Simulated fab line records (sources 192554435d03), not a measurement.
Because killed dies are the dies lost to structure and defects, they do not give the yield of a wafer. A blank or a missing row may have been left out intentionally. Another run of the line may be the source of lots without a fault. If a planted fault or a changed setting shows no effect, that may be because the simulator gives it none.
Matching of chambers / flow n5Finfet / rieDiel-02 running N5_BEOL_M10_ETCH_62: 3 sister chambers
The step etches SOC in N2/H2, target depth 110 nm, overetch 22 nm, time 165 s. 6 wafers are shown with their chamber, then 8 later ones without.

## WAFERS PAIRED WITH THEIR CHAMBERS
wafer=L087.5; chamber=3; showerheadPlenumPTorr (Torr)=2.62; oesProductAu (a.u.)=0.60
wafer=L090.3; chamber=3; showerheadPlenumPTorr (Torr)=2.61; oesProductAu (a.u.)=0.60
wafer=L090.4; chamber=0; showerheadPlenumPTorr (Torr)=2.61; oesProductAu (a.u.)=0.77
wafer=L092.2; chamber=1; showerheadPlenumPTorr (Torr)=2.54; oesProductAu (a.u.)=0.65
wafer=L092.5; chamber=0; showerheadPlenumPTorr (Torr)=2.61; oesProductAu (a.u.)=0.77
wafer=L092.6; chamber=1; showerheadPlenumPTorr (Torr)=2.54; oesProductAu (a.u.)=0.66

## WAFERS MISSING THEIR CHAMBER
wafer=L095.2; showerheadPlenumPTorr (Torr)=2.61; oesProductAu (a.u.)=0.59
wafer=L095.3; showerheadPlenumPTorr (Torr)=2.60; oesProductAu (a.u.)=0.75
wafer=L095.6; showerheadPlenumPTorr (Torr)=2.54; oesProductAu (a.u.)=0.64
wafer=L097.1; showerheadPlenumPTorr (Torr)=2.54; oesProductAu (a.u.)=0.64
wafer=L097.3; showerheadPlenumPTorr (Torr)=2.61; oesProductAu (a.u.)=0.58
wafer=L097.6; showerheadPlenumPTorr (Torr)=2.60; oesProductAu (a.u.)=0.74
wafer=L096.4; showerheadPlenumPTorr (Torr)=2.61; oesProductAu (a.u.)=0.59
wafer=L096.6; showerheadPlenumPTorr (Torr)=2.53; oesProductAu (a.u.)=0.63

## THE CHAMBER EACH PASSED THROUGH
wafer=L095.2; from the rows above=3; in truth=3
wafer=L095.3; from the rows above=0; in truth=0
wafer=L095.6; from the rows above=1; in truth=1
wafer=L097.1; from the rows above=1; in truth=1
wafer=L097.3; from the rows above=3; in truth=3
wafer=L097.6; from the rows above=0; in truth=0
wafer=L096.4; from the rows above=3; in truth=3
wafer=L096.6; from the rows above=1; in truth=1
Placed correctly: 8 of 8. From these rows, 0 cannot be placed. Placed wrongly: 0.
How it was worked out, from the rows above alone: a wafer's distance from a chamber is the root of the sum, over the readings, of the square of ((its reading less the chamber's mean) divided by the reading's scatter). The wafer belongs to the nearest chamber; if the next one is less than 2 further off, it can't be placed. For every chamber, the mean is computed from those of its wafers that are shown. How the scatter is found: for the shown wafers, subtract from each reading the mean of its chamber, square and add these, divide the total by (wafers less chambers), then take the root.
